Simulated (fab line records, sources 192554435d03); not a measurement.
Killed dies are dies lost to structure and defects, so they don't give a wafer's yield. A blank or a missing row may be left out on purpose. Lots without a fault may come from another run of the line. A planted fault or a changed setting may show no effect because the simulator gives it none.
A struck lot beside a sound one | flow n5_finfet | 37 steps out of a route of 1938
Sound: wafers L399.1, L399.3, L399.5. Struck: wafers L395.2, L395.3, L395.6. The cause comes at the end.
At each step with rows: each side's tool, then ch and its chambers, then its first start. Under that, the readings that differ: sound wafers | struck wafers | difference of the means | sigmas: that difference in standard deviations of wafers without a fault.
alike: readings whose means differ by less than 2 such deviations, and words and numbers that are the same on both sides. not compared: withheld readings, readings that some wafer has no value for, bounds like >300 that may hide the same value, and numbers for which the record gives no deviation and whose values overlap.
The two part at a step that has a row with sigmas, a row that says differs or no value, or rows on one side only. Numbers that don't overlap but have no deviation are shown without sigmas and don't part them. A reading that every wafer of one side lacks parts them only if that side has two wafers or more.

first, 9 steps without rows for these wafers: N5_BEOL_M4_ANNEAL_95 (time 240 s); N5_BEOL_M4_SPUTTER_96 (material Cu, target thk 4.5 nm, time 8.29 s); N5_BEOL_M4_ECD_50 (material Cu, target thk 300 nm); N5_BEOL_M4_ANNEAL_51 (time 90 s); N5_BEOL_M4_CMP_52 (polishes, stops on SiOC, t overpolish 6.8 s, target thk 40 nm); N5_BEOL_M4_PRE_CLEAN_60 (time 15 s); N5_BEOL_M4_CO_CAP_55 (material Co, precursor CCTBA/H2, target thk 2 nm, time 102.1 s); N5_BEOL_M4_PRE_CLEAN_56 (time 15 s); N5_BEOL_M4_DEP_57 (deposits SiCN from 3MS/NH3, target thk 8 nm, time 14 s).
N5_BEOL_M4_RC_MEAS_101:
  sound on prober-01 ch 0, day 12 06:41; struck on prober-01 ch 0, day 11 23:22
  alike: DIBL_N, DIBL_P, IOFF_N, IOFF_P, ION_N, ION_P, SS_N, SS_P, VT_N, VT_P
then, 24 steps without rows for these wafers: N5_BEOL_M5_ILD_DEP_00 (deposits SiCOH lowk from DEMS/porogen, target thk 140.64 nm, time 25.9 s); N5_BEOL_M5_CURE_79 (cures SiCOH lowk, time 240 s); N5_BEOL_M5_PECVD_70 (deposits SiO2 from TEOS/O2, target thk 16 nm, time 18 s); N5_BEOL_M5_HM_DEP_02 (deposits TiN, target thk 20 nm); N5_BEOL_M5_COAT_59 (time 60 s, resist thk 60 nm); N5_BEOL_M5_COAT_60 (time 60 s, resist thk 12 nm); N5_BEOL_M5_COAT_71 (time 60 s, resist thk 5 nm); N5_BEOL_M5_COAT_05 (resist thk 30 nm); N5_BEOL_M5_EBR_07; N5_BEOL_M5_SOFTBAKE_06 (time 60 s); N5_BEOL_M5_EXPOSE_08 (exposes mask M5, target cd 28 nm); N5_BEOL_M5_PEB_09 (peb time 60 s); N5_BEOL_M5_DEVELOP_10 (develop time 30 s); N5_BEOL_M5_DESCUM_16 (chemistry O2, time 7 s); N5_BEOL_M5_ETCH_72 (etches underlayer in N2/H2, target depth 6.5 nm, time 5.2 s); N5_BEOL_M5_ETCH_61 (etches SiARC in CF4, target depth 15.6 nm, time 26 s); N5_BEOL_M5_ETCH_62 (etches SOC in N2/H2, target depth 75 nm, overetch 15 nm, time 112.5 s); N5_BEOL_M5_STRIP_63 (strips in N2/H2); N5_BEOL_M5_STRIP_73 (strips in N2/H2); N5_BEOL_M5_STRIP_64 (strips in CF4); N5_BEOL_M5_HM_OPEN_17 (chemistry Cl2/BCl3, target TiN, target depth 20 nm, overetch 6 nm); N5_BEOL_M5_STRIP_19 (strips in O2); N5_BEOL_M5_COAT_65 (time 60 s, resist thk 60 nm); N5_BEOL_M5_COAT_66 (time 60 s, resist thk 12 nm).
-- the record jumps here: 3 days lie between the struck wafers' starts before and after (it left off in module BEOL_M5 and takes up again in module BEOL_M12, whose first step shown is number 1643 of the route) --
N5_BEOL_M12_ETCH_38: etches SiCN in CF4/N2, target depth 68.7 nm, time 73.4 s.
  sound on rie_diel-02 ch 0,3, day 15 07:34; struck on rie_diel-02 ch 1,3, day 14 19:49
  no value came back on the struck wafers for any of 8 readings (bias_w (W), cf4_flow_sccm (sccm) and others); on the sound wafers bias_w (W) reads 70.30 70.24 69.92
  reading                                       | sound             | struck            | difference | sigmas
  model.SiOC_of_BEOL_M12_ILD_DEP_00.thk_nm (nm) | 600.2 610.6 620.2 | 657.4 670.2 668.6 | +55.1      |
  not compared: rf_hours_counter_h
N5_BEOL_M12_CMP_49: polishes, stops on SiOC, t overpolish 20.6 s, target thk 320 nm.
  sound on cmp-03 ch 1,2, day 15 09:13; struck on cmp-01 ch 1,2,3, day 14 21:05
  reading                                       | sound             | struck            | difference | sigmas
  model.SiOC_of_BEOL_M12_ILD_DEP_00.thk_nm (nm) | 590.2 600.6 610.2 | 647.4 660.2 658.6 | +55.1      |
  alike: clearing_platen_rpm, motor_current_A
N5_PASSIVATION_PROBE_49:
  sound on prober-02, day 16 18:05; struck on prober-02, day 16 14:10
  reading                  | sound          | struck         | difference | sigmas
  defect_limited_yield (%) | 91.2 92.5 92.6 | 0 0 0          | -92        | -66
  killed_at_M4_up          | 6 22 12        | 1081 1062 1082 | +1062      | +99 or more
  killed_dies              | 104 89 87      | 1180 1180 1180 | +1087      | +64
  killed_on_rim            | 9 15 12        | 152 152 152    | +140       | +31
  sort_bin_5_function (%)  | 4.4 4.8 3.9    | 95.0 95.2 95.8 | +91.0      | +98
  sort_n_pass              | 1076 1091 1093 | 0 0 0          | -1087      | -64
  sort_yield_pct (%)       | 91.2 92.5 92.6 | 0 0 0          | -92        | -66
  alike: killed_at_M0_to_M3, killed_at_contacts, killed_at_front_end, killed_at_other, killed_open, killed_short, sort_bin_6_memory

WHERE THEY PART
First at N5_BEOL_M12_ETCH_38; last, within this record, at N5_PASSIVATION_PROBE_49.

WHY: what the simulator had put in
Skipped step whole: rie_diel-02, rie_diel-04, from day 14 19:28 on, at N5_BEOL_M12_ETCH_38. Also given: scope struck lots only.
